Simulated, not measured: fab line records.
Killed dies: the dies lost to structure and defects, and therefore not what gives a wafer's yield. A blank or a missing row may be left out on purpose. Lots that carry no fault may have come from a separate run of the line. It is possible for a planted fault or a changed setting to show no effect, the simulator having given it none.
The tool behind it: which one?	flow nand-harc	12 lots, 36 wafers sampled, at 6 steps of a route of 1159

== WHAT EACH GAUGE READ, for each wafer ==
NHARC_P_GATE_OVL_MEAS_27. Usual: overlay-x-nm 0.1 nm, standard deviation 0.86; overlay-y-nm 0.0 nm, standard deviation 0.92.
lot	measured	on	overlay-x-nm (nm)	overlay-y-nm (nm)	flag
L106	day 6 08:02	overlay-02	-1.0 -0.4 -0.4	0.1 0.0 -0.2	
L107	day 6 08:11	overlay-01	-1.2 -0.5 -1.3	-0.4 -0.6 -0.4	
L105	day 6 08:34	overlay-02	1.0 0.0 0.0	-0.5 -1.0 -0.5	
L113	day 6 11:13	overlay-02	-0.9 -1.5 -1.2	-0.7 -1.0 -0.5	
L114	day 6 22:07	overlay-02	0.0 0.0 -0.3	1.5 1.5 1.5	
L115	day 7 04:17	overlay-01	0.7 0.7 0.2	-0.6 -0.1 -1.0	
L118	day 7 21:09	overlay-02	0.5 0.6 0.3	-0.3 -1.0 -0.2	
L119	day 8 02:35	overlay-01	-1.3 -1.6 -1.8	1.0 0.6 0.4	
L120	day 8 08:33	overlay-01	0.3 0.7 0.8	-0.4 -0.7 -0.5	
L121	day 8 15:34	overlay-02	1.1 0.9 1.4	1.3 0.7 0.6	
L124	day 9 09:40	overlay-02	-0.4 -0.7 -0.4	-0.5 -0.3 -0.2	
L128	day 10 04:52	overlay-01	1.3 0.9 0.9	0.6 0.1 0.1	

NHARC_P_GATE_CD_MEAS_46: the cd target is 720 nm. Usual: cd-nm reads 720.0 nm (standard deviation 2.1).
lot	measured	on	cd-nm (nm)	flag
L106	day 7 16:02	cd-sem-03	720.7 723.0 722.4	
L107	day 7 17:27	cd-sem-01	719.8 723.3 721.2	
L105	day 7 22:27	cd-sem-02	716.9 719.9 718.7	
L113	day 8 10:44	cd-sem-03	723.4 722.4 720.6	
L114	day 8 12:19	cd-sem-02	717.2 717.2 718.1	
L115	day 8 12:53	cd-sem-02	722.4 721.7 722.9	
L118	day 8 19:01	cd-sem-01	718.9 718.5 721.5	
L119	day 8 23:22	cd-sem-02	- - -	OFF
L120	day 9 03:10	cd-sem-01	723.4 721.1 721.1	
L121	day 9 03:37	cd-sem-01	720.0 718.0 720.3	
L124	day 9 22:07	cd-sem-01	723.2 717.2 720.2	
L128	day 10 16:39	cd-sem-02	720.4 721.1 720.0	

NHARC_END_SORT_01. Usual: killed-at-array 29, standard deviation 11; killed-at-other 0.5, standard deviation 0.85; killed-at-periphery 3.0, standard deviation 2.3; killed-dies 33, standard deviation 12; killed-open 3.3, standard deviation 1.9; killed-short 2.0, standard deviation 1.5.
lot	measured	on	killed-at-array	killed-at-other	killed-at-periphery	killed-dies	killed-open	killed-short	flag
L119	day 26 18:39	prober-01	36 39 43	0 1 0	641 637 634	677 677 677	3 2 3	4 1 1	OFF

== TOOL THAT RAN EACH LOT (tool first, then ch and the chambers of the sampled wafers, then the start) ==
lot	NHARC_P_GATE_ETCH_114	NHARC_P_GATE_EXPOSE_43	NHARC_P_GATE_STRIP_111
L106	rie-diel-06 ch 0,1, day 7 15:52 or earlier	krf-scanner-04 ch 0, day 7 15:52	plasma-asher-01 ch 0,1, day 7 16:34
L107	rie-diel-06 ch 0,1,2, day 7 17:17 or earlier	krf-scanner-02 ch 0, day 7 17:17	plasma-asher-01 ch 0,1, day 7 18:14
L105	rie-diel-06 ch 0,1,3, day 7 22:17 or earlier	krf-scanner-04 ch 0, day 7 22:17	plasma-asher-02 ch 0,1, day 7 22:59
L113	rie-diel-06 ch 0,2,3, day 8 10:34 or earlier	krf-scanner-04 ch 0, day 8 10:34	plasma-asher-01 ch 0,1, day 8 11:17
L114	rie-diel-06 ch 0,2,3, day 8 12:09 or earlier	krf-scanner-01 ch 0, day 8 12:09	plasma-asher-01 ch 0,1, day 8 12:53
L115	rie-diel-06 ch 1,2,3, day 8 12:43 or earlier	krf-scanner-01 ch 0, day 8 12:43	plasma-asher-01 ch 0,1, day 8 13:25
L118	rie-diel-04 ch 0,2, day 8 18:52 or earlier	krf-scanner-04 ch 0, day 8 18:52	plasma-asher-01 ch 0,1, day 8 19:33
L119	rie-diel-06 ch 0,1,2, day 8 23:13 or earlier	krf-scanner-01 ch 0, day 8 23:13	plasma-asher-02 ch 0,1, day 9 00:25
L120	rie-diel-04 ch 1,2,3, day 9 03:00 or earlier	krf-scanner-04 ch 0, day 9 03:00	plasma-asher-02 ch 0,1, day 9 03:44
L121	rie-diel-05 ch 2,3, day 9 03:26 or earlier	krf-scanner-01 ch 0, day 9 03:26	plasma-asher-02 ch 0,1, day 9 04:21
L124	rie-diel-04 ch 0,2,3, day 9 21:57 or earlier	krf-scanner-04 ch 0, day 9 21:57	plasma-asher-02 ch 0,1, day 9 22:40
L128	rie-diel-06 ch 2,3, day 10 16:29 or earlier	krf-scanner-01 ch 0, day 10 16:29	plasma-asher-01 ch 0,1, day 10 17:17
- NHARC_P_GATE_ETCH_114: etches the open film in CF4/O2, target depth 30 nm, overetch 3 nm, time 16.5 s.
- NHARC_P_GATE_EXPOSE_43: exposes mask P NSD, target cd 720 nm.
- NHARC_P_GATE_STRIP_111: strips in N2/H2, time 250 s.

== WHAT THE TOOLS THEMSELVES READ (means of the sampled wafers that have a number; where no wafer has one, the mark that the record gives instead) ==
NHARC_P_GATE_ETCH_114. Usual: drypump-motor-current-A 5.7 A, standard deviation 0.63; oes_f_703_au 1.000 a.u., standard deviation 0.0047; oes-product-au 0.998 a.u., standard deviation 0.011; rf-vpp-V 198.5 V, standard deviation 1.3; showerhead-plenum-p-Torr 1.36 Torr, standard deviation 0.059; throttle-valve-pct 13.397 %, standard deviation 0.0097.
lot	tool	drypump-motor-current-A (A)	oes_f_703_au (a.u.)	oes-product-au (a.u.)	rf-vpp-V (V)	showerhead-plenum-p-Torr (Torr)	throttle-valve-pct (%)	flag
L106	rie-diel-06	6.2	1.001	1.006	199.6	1.39	13.394	
L107	rie-diel-06	5.7	1.000	0.998	197.9	1.36	13.404	
L105	rie-diel-06	5.9	0.998	1.000	198.5	1.40	13.396	
L113	rie-diel-06	6.0	1.003	1.008	198.6	1.35	13.390	
L114	rie-diel-06	6.0	1.004	0.996	198.4	1.35	13.393	
L115	rie-diel-06	5.4	1.004	0.995	198.6	1.37	13.399	
L118	rie-diel-04	6.4	1.003	1.001	196.5	1.32	13.398	
L119	rie-diel-06	5.7	1.003	0.991	199.4	1.35	13.390	
L120	rie-diel-04	5.6	0.996	0.994	198.2	1.39	13.402	
L121	rie-diel-05	5.8	0.998	1.001	197.6	1.33	13.393	
L124	rie-diel-04	6.0	0.998	1.004	198.0	1.36	13.406	
L128	rie-diel-06	5.5	0.998	1.010	197.7	1.31	13.400	

NHARC_P_GATE_EXPOSE_43. Usual: stage-vel-mm-s 500.02 mm/s, standard deviation 0.25.
lot	tool	stage-vel-mm-s (mm/s)	flag
L106	krf-scanner-04	499.80	
L107	krf-scanner-02	499.82	
L105	krf-scanner-04	499.98	
L113	krf-scanner-04	500.35	
L114	krf-scanner-01	500.26	
L115	krf-scanner-01	500.32	
L118	krf-scanner-04	499.75	
L119	krf-scanner-01	499.97	
L120	krf-scanner-04	500.05	
L121	krf-scanner-01	500.00	
L124	krf-scanner-04	499.76	
L128	krf-scanner-01	500.12	

NHARC_P_GATE_STRIP_111. Usual: drypump-motor-current-A 5.7 A, standard deviation 0.31; heater-power-w 86 W, standard deviation 7.2.
lot	tool	drypump-motor-current-A (A)	heater-power-w (W)	flag
L106	plasma-asher-01	5.4	84	
L107	plasma-asher-01	5.5	79	
L105	plasma-asher-02	5.9	95	
L113	plasma-asher-01	5.4	85	
L114	plasma-asher-01	5.4	83	
L115	plasma-asher-01	5.5	80	
L118	plasma-asher-01	5.5	81	
L119	plasma-asher-02	5.9	91	
L120	plasma-asher-02	6.0	87	
L121	plasma-asher-02	5.9	91	
L124	plasma-asher-02	6.0	85	
L128	plasma-asher-01	5.5	80	

== THE ANSWER, worked out from the rows above alone ==
Rule: a lot counts as off when the mean over its wafers that have a number is more than 3 standard deviations away from the usual mean. A lot without any number at a reading at which 4 lots or more have one is off too. Where the step has rows for the other lots, those lots are counted as sound. The gauges are gone through in route order, then the tools' own readings, and for those a lot's mean is taken as printed above. The first step at which some lot is off is used, and at that step the reading that is off furthest; a lot without a number counts as furthest.
Off, at NHARC_P_GATE_CD_MEAS_46 on cd-nm: L119. Without a number there: L119.
A tool fits if, at a process step before that reading, it ran every lot that is off, and no sound lot after the first of them. Not tried: the gauges at NHARC_P_GATE_CD_MEAS_46; whatever is off there is also off at NHARC_END_SORT_01, on other tools, and gauge error can't account for it. NHARC_P_GATE_ETCH_114 gives no start for some lots, so the hours and the order of its lots are those of NHARC_P_GATE_EXPOSE_43. No candidate that was tried fits.

== WHAT THE SIMULATOR PUT IN ==
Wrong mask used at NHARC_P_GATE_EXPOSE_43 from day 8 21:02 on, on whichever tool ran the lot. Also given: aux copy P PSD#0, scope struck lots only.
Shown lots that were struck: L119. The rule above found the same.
